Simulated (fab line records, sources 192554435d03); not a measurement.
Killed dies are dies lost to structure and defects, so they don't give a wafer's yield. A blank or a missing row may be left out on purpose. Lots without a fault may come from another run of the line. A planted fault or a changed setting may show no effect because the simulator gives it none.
Split-lot experiment | flow n5_finfet | 7 lots, 21 wafers read, on a route of 1938 steps

THE SPLIT
At N5_SD_EPI_P_ETCH_37 (etches SOC in N2/H2, overetch 108 nm, time 486 s), the setting source_w was moved away from the recipe's 3000 W on 11 of the 21 wafers read, by -10.2% to +14.8%. The other wafers ran this setting at the recipe's value.

The reading is taken at the split's own step.

THE READING
rf_vpp_V, in V, at N5_SD_EPI_P_ETCH_37 (etches SOC in N2/H2, overetch 108 nm, time 486 s). Fault-free wafers of this fab line usually give 240.8 V, standard deviation 1.3 V.

wafer  | tool, chamber at the split | source_w as run, W | against the recipe | rf_vpp_V, V | against lot-mates on the recipe
L074.1 | rie_diel-01, 2             | 3000               | recipe             | 244.1       | -
L074.2 | rie_diel-01, 1             | 2693               | -10.2%             | 248.8       | +4.7
L074.6 | rie_diel-01, 2             | 2693               | -10.2%             | 251.5       | +7.4
L075.1 | rie_diel-03, 0             | 3000               | recipe             | 240.7       | -
L075.3 | rie_diel-03, 2             | 3000               | recipe             | 241.0       | -
L075.4 | rie_diel-03, 2             | 3000               | recipe             | 240.8       | -
L084.1 | rie_diel-06, 0             | 3000               | recipe             | 240.0       | -
L084.3 | rie_diel-06, 3             | 3262               | +8.7%              | 233.3       | -6.7
L084.5 | rie_diel-06, 1             | 3262               | +8.7%              | 234.5       | -5.5
L088.1 | rie_diel-03, 3             | 3000               | recipe             | 239.6       | -
L088.2 | rie_diel-03, 2             | 3273               | +9.1%              | 234.0       | -5.6
L088.5 | rie_diel-03, 2             | 3273               | +9.1%              | 231.9       | -7.7
L089.1 | rie_diel-06, 0             | 3326               | +10.9%             | 232.6       | -7.9
L089.2 | rie_diel-06, 2             | 3326               | +10.9%             | 235.1       | -5.4
L089.6 | rie_diel-06, 1             | 3000               | recipe             | 240.5       | -
L091.1 | rie_diel-01, 0             | 3443               | +14.8%             | 228.2       | -15.0
L091.4 | rie_diel-01, 1             | 3443               | +14.8%             | 226.9       | -16.3
L091.6 | rie_diel-01, 2             | 3000               | recipe             | 243.2       | -
L095.1 | rie_diel-03, 2             | 3000               | recipe             | 241.7       | -
L095.3 | rie_diel-03, 1             | 3000               | recipe             | 238.2       | -
L095.5 | rie_diel-03, 1             | 2798               | -6.7%              | 246.9       | +7.0

THE FIT
A straight line over all 21 wafers: rf_vpp_V changes by -0.851 V for each +1% of source_w; r = -0.97; the points scatter about the line by 1.6 V.
The same after taking each lot's own level away (the mean of its wafers on the recipe; 21 wafers): -0.799 V for each +1%; r = -0.95; scatter 1.9 V.
On that fit, the largest move of source_w shifts the reading by 12 V.
The lots' own levels span 239.60 to 244.10 V, that is 3.5 times the standard deviation above.
So the lot-to-lot level changes the slope little: the two slopes agree.
Check: with one of the wafers moved furthest among these (+14.8%) left out of the fit, the line predicts -11.3 V for it against its lot-mates. It came out at -15 V against them.
Tool readings at the split's step, against how far the setting was moved: rf_vpp_V r = -0.97.

THE FILE'S OWN FIT
rf_vpp_V changes by -0.815 V for each +1% of source_w, r = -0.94.
